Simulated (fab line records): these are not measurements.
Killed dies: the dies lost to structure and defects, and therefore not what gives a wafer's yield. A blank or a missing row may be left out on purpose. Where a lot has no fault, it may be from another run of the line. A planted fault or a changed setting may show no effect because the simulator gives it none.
Which tool was responsible? | flow n5-finfet | 72 wafers from 24 lots sampled at 4 of the route's 1938 steps

WHAT EACH GAUGE READ, for each wafer
N5_MOL_CONTACT_COAG_OVL_MEAS_85.
lot  | measured     | on         | VG_OVL (nm)
L074 | day 5 03:15  | overlay-02 | 0.2 0.0 0.6
L075 | day 5 06:51  | overlay-02 | -0.2 0.1 0.9
L076 | day 5 17:27  | overlay-02 | -0.2 0.1 -0.6
L077 | day 5 21:40  | overlay-02 | -0.2 -0.5 -0.3
L078 | day 6 04:36  | overlay-01 | 0.5 -0.1 0.1
L080 | day 6 19:06  | overlay-02 | 0.5 0.6 0.3
L079 | day 6 19:19  | overlay-01 | 1.9 0.5 0.8
L081 | day 6 22:23  | overlay-01 | -0.2 -0.2 -0.2
L082 | day 7 03:54  | overlay-02 | 0.1 -0.4 1.3
L083 | day 7 08:01  | overlay-01 | 0.8 0.7 0.7
L084 | day 7 18:01  | overlay-01 | 0.0 0.1 -0.2
L085 | day 7 20:46  | overlay-02 | 0.1 -0.6 -0.2
L086 | day 8 04:49  | overlay-02 | 1.1 0.9 0.9
L087 | day 8 07:27  | overlay-01 | 0.2 0.4 -0.1
L088 | day 8 15:05  | overlay-01 | 0.8 0.6 0.1
L089 | day 8 22:37  | overlay-01 | 0.2 1.0 1.1
L090 | day 9 02:52  | overlay-02 | -0.1 0.8 -0.9
L091 | day 9 06:57  | overlay-01 | 0.2 1.0 1.1
L092 | day 9 15:20  | overlay-02 | 0.3 -0.6 -0.4
L093 | day 9 22:04  | overlay-02 | -0.9 0.2 -0.5
L094 | day 10 03:47 | overlay-01 | 0.4 0.4 0.0
L095 | day 10 06:59 | overlay-01 | -0.3 0.1 0.2
L096 | day 10 16:05 | overlay-01 | 0.4 1.6 1.0
L097 | day 10 23:46 | overlay-01 | 0.6 0.4 -0.6

N5_MOL_CONTACT_COAG_INSPECT_57: inspects for defects (brightfield).
lot  | measured     | on                | raw-defect-count
L074 | day 5 03:18  | defect-inspect-01 | 200 212 189
L075 | day 5 06:55  | defect-inspect-01 | 113 133 131
L076 | day 5 17:31  | defect-inspect-01 | 216 195 188
L077 | day 5 21:44  | defect-inspect-01 | 159 167 172
L078 | day 6 04:39  | defect-inspect-01 | 244 219 164
L080 | day 6 19:10  | defect-inspect-02 | 241 169 208
L079 | day 6 19:23  | defect-inspect-02 | 166 134 179
L081 | day 6 22:26  | defect-inspect-01 | 189 250 244
L082 | day 7 03:58  | defect-inspect-02 | 154 274 217
L083 | day 7 08:04  | defect-inspect-01 | 242 181 262
L084 | day 7 18:04  | defect-inspect-01 | 159 243 253
L085 | day 7 20:49  | defect-inspect-02 | 225 199 246
L086 | day 8 04:52  | defect-inspect-01 | 272 249 214
L087 | day 8 07:31  | defect-inspect-01 | 241 128 163
L088 | day 8 15:08  | defect-inspect-01 | 175 192 212
L089 | day 8 22:40  | defect-inspect-02 | 271 224 246
L090 | day 9 02:56  | defect-inspect-02 | 256 294 309
L091 | day 9 07:00  | defect-inspect-01 | 158 172 156
L092 | day 9 15:24  | defect-inspect-02 | 213 100 180
L093 | day 9 22:07  | defect-inspect-01 | 246 262 273
L094 | day 10 03:50 | defect-inspect-02 | 168 254 247
L095 | day 10 07:02 | defect-inspect-02 | 248 221 147
L096 | day 10 16:09 | defect-inspect-02 | 211 147 167
L097 | day 10 23:49 | defect-inspect-02 | 314 410 201

WHICH TOOL RAN EACH LOT (tool, then ch and the chambers of the sampled wafers, then the start)
lot  | N5_MOL_CONTACT_COAG_PRE_CLEAN_142 | N5_MOL_CONTACT_COAG_CMP_23
L074 | pvd-sputter-03, day 4 21:24       | cmp-01 ch 0,1,3, day 4 21:38
L075 | pvd-sputter-03, day 5 02:11       | cmp-02 ch 0,2, day 5 02:25
L076 | pvd-sputter-02, day 5 13:35       | cmp-01 ch 0,1,3, day 5 13:53
L077 | pvd-sputter-02, day 5 16:58       | cmp-01 ch 0,2,3, day 5 17:16
L078 | pvd-sputter-01, day 6 00:46       | cmp-01 ch 0,2,3, day 6 01:04
L080 | pvd-sputter-03, day 6 14:58       | cmp-03 ch 0,1,3, day 6 15:25
L079 | pvd-sputter-01, day 6 15:27       | cmp-03 ch 0,1,3, day 6 15:41
L081 | pvd-sputter-02, day 6 18:15       | cmp-01 ch 1,2,3, day 6 18:32
L082 | pvd-sputter-02, day 7 00:04       | cmp-02 ch 0,1,3, day 7 00:20
L083 | pvd-sputter-03, day 7 04:04       | cmp-01 ch 0,3, day 7 04:20
L084 | pvd-sputter-01, day 7 13:32       | cmp-01 ch 1,2,3, day 7 13:53
L085 | pvd-sputter-02, day 7 16:53       | cmp-02 ch 0,2,3, day 7 17:10
L086 | pvd-sputter-03, day 8 00:35       | cmp-03 ch 0,2,3, day 8 00:49
L087 | pvd-sputter-03, day 8 03:35       | cmp-03 ch 0,2,3, day 8 03:49
L088 | pvd-sputter-03, day 8 11:07       | cmp-02 ch 2,3, day 8 11:25
L089 | pvd-sputter-01, day 8 18:13       | cmp-02 ch 1,2,3, day 8 18:28
L090 | pvd-sputter-01, day 8 22:38       | cmp-01 ch 0,1,3, day 8 22:53
L091 | pvd-sputter-03, day 9 02:42       | cmp-03 ch 0,1, day 9 02:59
L092 | pvd-sputter-02, day 9 11:22       | cmp-01 ch 0,2, day 9 11:38
L093 | pvd-sputter-03, day 9 18:11       | cmp-02 ch 0,3, day 9 18:27
L094 | pvd-sputter-03, day 9 23:49       | cmp-01 ch 1,3, day 10 00:04
L095 | pvd-sputter-01, day 10 03:09      | cmp-01 ch 2,3, day 10 03:23
L096 | pvd-sputter-01, day 10 12:00      | cmp-01 ch 0,2, day 10 12:22
L097 | pvd-sputter-01, day 10 19:39      | cmp-02 ch 0,1,2, day 10 19:59
- N5_MOL_CONTACT_COAG_PRE_CLEAN_142: time 60 s.
- N5_MOL_CONTACT_COAG_CMP_23: polishes, stops on SiO2, t overpolish 1.5 s, target thk 0 nm.

WHAT THE TOOLS THEMSELVES READ (means of the sampled wafers that have a number; where no wafer has one, the mark that the record gives instead)
N5_MOL_CONTACT_COAG_PRE_CLEAN_142.
lot  | tool           | heater-power-w (W)
L074 | pvd-sputter-03 | 451
L075 | pvd-sputter-03 | 465
L076 | pvd-sputter-02 | 462
L077 | pvd-sputter-02 | 481
L078 | pvd-sputter-01 | 441
L080 | pvd-sputter-03 | 482
L079 | pvd-sputter-01 | 512
L081 | pvd-sputter-02 | 479
L082 | pvd-sputter-02 | 428
L083 | pvd-sputter-03 | 464
L084 | pvd-sputter-01 | 429
L085 | pvd-sputter-02 | 479
L086 | pvd-sputter-03 | 484
L087 | pvd-sputter-03 | 510
L088 | pvd-sputter-03 | 433
L089 | pvd-sputter-01 | 500
L090 | pvd-sputter-01 | 459
L091 | pvd-sputter-03 | 444
L092 | pvd-sputter-02 | 464
L093 | pvd-sputter-03 | 452
L094 | pvd-sputter-03 | 487
L095 | pvd-sputter-01 | 437
L096 | pvd-sputter-01 | 428
L097 | pvd-sputter-01 | 442

N5_MOL_CONTACT_COAG_CMP_23.
lot  | tool   | motor-current-A (A) | overpolish-run-s (s) | time-to-endpoint-s (s)
L074 | cmp-01 | 8.2                 | 1.506                | 9.6
L075 | cmp-02 | 7.8                 | 1.491                | 7.3
L076 | cmp-01 | 7.9                 | 1.495                | 13.5
L077 | cmp-01 | 7.5                 | 1.504                | 9.3
L078 | cmp-01 | 7.5                 | 1.502                | 11.4
L080 | cmp-03 | 8.5                 | 1.495                | 6.2
L079 | cmp-03 | 8.5                 | 1.496                | 8.0
L081 | cmp-01 | 8.3                 | 1.505                | 13.2
L082 | cmp-02 | 7.8                 | 1.499                | 6.0
L083 | cmp-01 | 7.4                 | 1.500                | 11.2
L084 | cmp-01 | 8.5                 | 1.507                | 10.6
L085 | cmp-02 | 7.7                 | 1.499                | 7.0
L086 | cmp-03 | 9.3                 | 1.502                | 9.5
L087 | cmp-03 | 8.9                 | 1.500                | 8.3
L088 | cmp-02 | 8.0                 | 1.500                | 9.8
L089 | cmp-02 | 8.1                 | 1.498                | 6.5
L090 | cmp-01 | 8.4                 | 1.498                | 9.4
L091 | cmp-03 | 8.5                 | 1.497                | 8.1
L092 | cmp-01 | 6.9                 | 1.505                | 4.3
L093 | cmp-02 | 7.4                 | 1.498                | 6.7
L094 | cmp-01 | 9.1                 | 1.508                | 8.2
L095 | cmp-01 | 8.0                 | 1.497                | 9.2
L096 | cmp-01 | 7.0                 | 1.499                | 8.8
L097 | cmp-02 | 7.7                 | 1.504                | 3.7

THE ANSWER, worked out from the rows above alone
Rule: usual is defined by the lots themselves. Put in order of their means at a reading, lots are off if they are a third of the lots or fewer, leave a main group of 4 or more, and stand apart from it by a gap of 3 or more times the standard deviation of the main group's means; of several such gaps the widest counts. If all means in a main group match to the digits the tables above print for the reading, that group is not used. A lot without any number at a reading at which 4 lots or more have one is off too. All remaining lots with rows at the step are treated as sound. After the gauges, taken in route order, come the tools' own readings; for these a lot's mean is taken, as printed above. At the first step where some lot is off, the reading lying furthest off is the one used; lots without a number count as furthest.
None of the lots is off at any reading shown; this tells nothing.

WHAT WAS PUT IN BY THE SIMULATOR
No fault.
